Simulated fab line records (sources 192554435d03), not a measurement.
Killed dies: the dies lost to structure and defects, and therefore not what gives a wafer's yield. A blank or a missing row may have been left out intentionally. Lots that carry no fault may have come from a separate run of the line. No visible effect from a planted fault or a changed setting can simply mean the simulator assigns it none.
Which tool was responsible? | flow n5Finfet | 33 wafers from 11 lots sampled at 6 of the route's 1938 steps

== WHAT EACH GAUGE READ, for each wafer ==
N5_BEOL_M7_OCD_MEAS_38.
lot  | measured     | on     | trenchDepthNm (nm)
L128 | day 9 17:09  | ocd-02 | 91.9 93.4 97.0
L130 | day 10 03:08 | ocd-01 | 92.3 93.4 92.6
L132 | day 10 14:08 | ocd-02 | 92.1 91.9 93.8
L134 | day 11 01:47 | ocd-01 | 97.5 92.7 92.7
L136 | day 11 10:51 | ocd-01 | 94.1 91.1 95.5
L137 | day 11 21:08 | ocd-01 | 92.6 93.8 92.5
L138 | day 12 04:16 | ocd-02 | 93.1 95.9 96.3
L145 | day 13 14:05 | ocd-02 | 92.8 96.5 93.0
L144 | day 13 20:08 | ocd-02 | 95.3 92.8 93.9
L147 | day 14 02:42 | ocd-02 | 95.4 91.4 90.8
L149 | day 15 08:21 | ocd-01 | 93.5 91.2 92.5

N5_BEOL_M7_CD_MEAS_35: the cd target is 40 nm.
lot  | measured     | on       | cdNm (nm)
L128 | day 9 17:19  | cdSem-01 | 40.2 40.3 40.3
L130 | day 10 03:17 | cdSem-02 | 40.1 39.4 40.1
L132 | day 10 14:17 | cdSem-02 | 41.0 40.4 40.2
L134 | day 11 01:57 | cdSem-01 | 40.2 39.9 39.8
L136 | day 11 11:01 | cdSem-02 | 39.7 39.5 39.5
L137 | day 11 21:17 | cdSem-01 | 39.6 39.9 40.7
L138 | day 12 04:26 | cdSem-03 | 41.0 40.6 39.4
L145 | day 13 14:14 | cdSem-01 | 40.1 40.2 39.6
L144 | day 13 20:18 | cdSem-02 | 40.3 40.9 40.2
L147 | day 14 02:51 | cdSem-03 | 39.8 40.4 40.7
L149 | day 15 08:30 | cdSem-02 | 40.2 40.5 40.4

N5_BEOL_M7_INSPECT_58: inspects for defects (darkfield).
lot  | measured     | on               | rawDefectCount
L128 | day 9 23:26  | defectInspect-02 | 66 41 47
L130 | day 10 07:56 | defectInspect-02 | 44 45 54
L132 | day 10 20:03 | defectInspect-01 | 56 82 81
L134 | day 11 04:04 | defectInspect-01 | 71 111 83
L136 | day 11 14:47 | defectInspect-01 | 52 52 59
L137 | day 12 02:49 | defectInspect-01 | 88 59 49
L138 | day 12 07:31 | defectInspect-02 | 97 76 47
L145 | day 13 17:02 | defectInspect-02 | 78 104 66
L144 | day 13 22:49 | defectInspect-01 | 1060 1035 1057
L147 | day 14 06:25 | defectInspect-02 | 1020 1052 1038
L149 | day 15 11:02 | defectInspect-01 | 62 87 90

N5_BEOL_M8_INSPECT_13: inspects for defects (brightfield).
lot  | measured     | on               | rawDefectCount
L128 | day 10 01:25 | defectInspect-01 | 419 405 315
L130 | day 10 09:54 | defectInspect-01 | 292 358 354
L132 | day 10 21:28 | defectInspect-02 | 312 359 341
L134 | day 11 06:56 | defectInspect-01 | 414 493 478
L136 | day 11 16:17 | defectInspect-01 | 403 369 370
L137 | day 12 05:16 | defectInspect-01 | 337 362 229
L138 | day 12 09:19 | defectInspect-01 | 365 462 347
L145 | day 13 18:29 | defectInspect-01 | 542 431 319
L144 | day 14 00:22 | defectInspect-02 | 1367 1268 1352
L147 | day 14 10:35 | defectInspect-02 | 1353 1247 1360
L149 | day 15 13:38 | defectInspect-01 | 354 301 297

== WHAT TOOL EACH LOT RAN ON (gives the tool, then ch and the chambers of the sampled wafers, and finally the start) ==
lot  | N5_BEOL_M7_ANNEAL_51            | N5_BEOL_M7_DEP_56
L128 | rtpAnneal-02 ch 0, day 9 22:41  | pecvd-02 ch 0,1,2, day 9 23:21
L130 | rtpAnneal-02 ch 0, day 10 07:14 | pecvd-01 ch 0,1, day 10 07:50
L132 | rtpAnneal-01 ch 0, day 10 19:24 | pecvd-03 ch 0,2, day 10 19:58
L134 | rtpAnneal-02 ch 0, day 11 03:22 | pecvd-02 ch 0,2, day 11 03:59
L136 | rtpAnneal-02 ch 0, day 11 13:58 | pecvd-03 ch 0,1,2, day 11 14:41
L137 | rtpAnneal-02 ch 0, day 12 02:01 | pecvd-01 ch 0,1,2, day 12 02:43
L138 | rtpAnneal-02 ch 0, day 12 06:46 | pecvd-03 ch 0, day 12 07:24
L145 | rtpAnneal-02 ch 0, day 13 16:17 | pecvd-01 ch 0,1, day 13 16:56
L144 | rtpAnneal-02 ch 0, day 13 22:04 | pecvd-01 ch 0,2, day 13 22:43
L147 | rtpAnneal-02 ch 0, day 14 05:46 | pecvd-01 ch 1,2, day 14 06:20
L149 | rtpAnneal-02 ch 0, day 15 10:17 | pecvd-03 ch 0,2, day 15 10:56
- N5_BEOL_M7_ANNEAL_51: time 90 s.
- N5_BEOL_M7_DEP_56: deposits SiCN from 3MS/NH3, target thk 10 nm, time 17.5 s.

== AS READ BY THE TOOLS THEMSELVES (means over the sampled wafers that have a number; for cases with no such wafer, the mark the record gives instead) ==
N5_BEOL_M7_ANNEAL_51.
lot  | tool         | wafer_temp_C_max
L128 | rtpAnneal-02 | 225.62
L130 | rtpAnneal-02 | 225.58
L132 | rtpAnneal-01 | 225.37
L134 | rtpAnneal-02 | 225.86
L136 | rtpAnneal-02 | 225.83
L137 | rtpAnneal-02 | 225.58
L138 | rtpAnneal-02 | 225.58
L145 | rtpAnneal-02 | 225.96
L144 | rtpAnneal-02 | 225.78
L147 | rtpAnneal-02 | 225.53
L149 | rtpAnneal-02 | 225.73

N5_BEOL_M7_DEP_56.
lot  | tool     | showerheadPlenumPTorr (Torr) | throttleValvePct (%)
L128 | pecvd-02 | 3.651                        | 8.4
L130 | pecvd-01 | 3.676                        | 9.4
L132 | pecvd-03 | 3.653                        | 9.3
L134 | pecvd-02 | 3.665                        | 8.5
L136 | pecvd-03 | 3.662                        | 9.2
L137 | pecvd-01 | 3.667                        | 9.2
L138 | pecvd-03 | 3.662                        | 9.7
L145 | pecvd-01 | 3.663                        | 9.0
L144 | pecvd-01 | 3.673                        | 9.0
L147 | pecvd-01 | 3.662                        | 8.8
L149 | pecvd-03 | 3.656                        | 9.3

== THE ANSWER, worked out from the rows above alone ==
Rule: what is usual is taken from the lots themselves. The widest of any qualifying gaps counts: lots, ordered by their means at a reading, are off when they make up no more than a third of the lots, leave a main group of 4 or more, and stand apart from it by 3 or more times the standard deviation of that group's means. A main group is skipped when, at the precision printed for the reading in the tables above, its means are all equal. Also off: a lot with no number at a reading for which 4 or more lots have one. Any other lot the step has rows for is counted as sound. First the gauges in route order, then the tools' own readings, where a lot's mean is used as printed above. The first step at which some lot is off is used, and at that step the reading that is off furthest; a lot without a number counts as furthest.
Off: L144, L147 (N5_BEOL_M7_INSPECT_58, rawDefectCount). Mean 68 and standard deviation 14 in the main group.
If a tool, at a process step before that reading, ran all the lots that are off and no sound lot after the first of them, it fits. Gauges at N5_BEOL_M7_INSPECT_58: tried the same way as those tools. One fits: N5_BEOL_M7_DEP_56 on pecvd-01. A fault onset in the window from L145 (day 13 16:56, its last sound lot) to L144 (day 13 22:43, its first lot off) fits.

== WHAT THE SIMULATOR HAD INSERTED ==
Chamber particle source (pecvd-01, N5_BEOL_M7_DEP_56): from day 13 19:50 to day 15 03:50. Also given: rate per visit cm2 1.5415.
Lots struck among those shown: L144, L147. The rule above found the same.
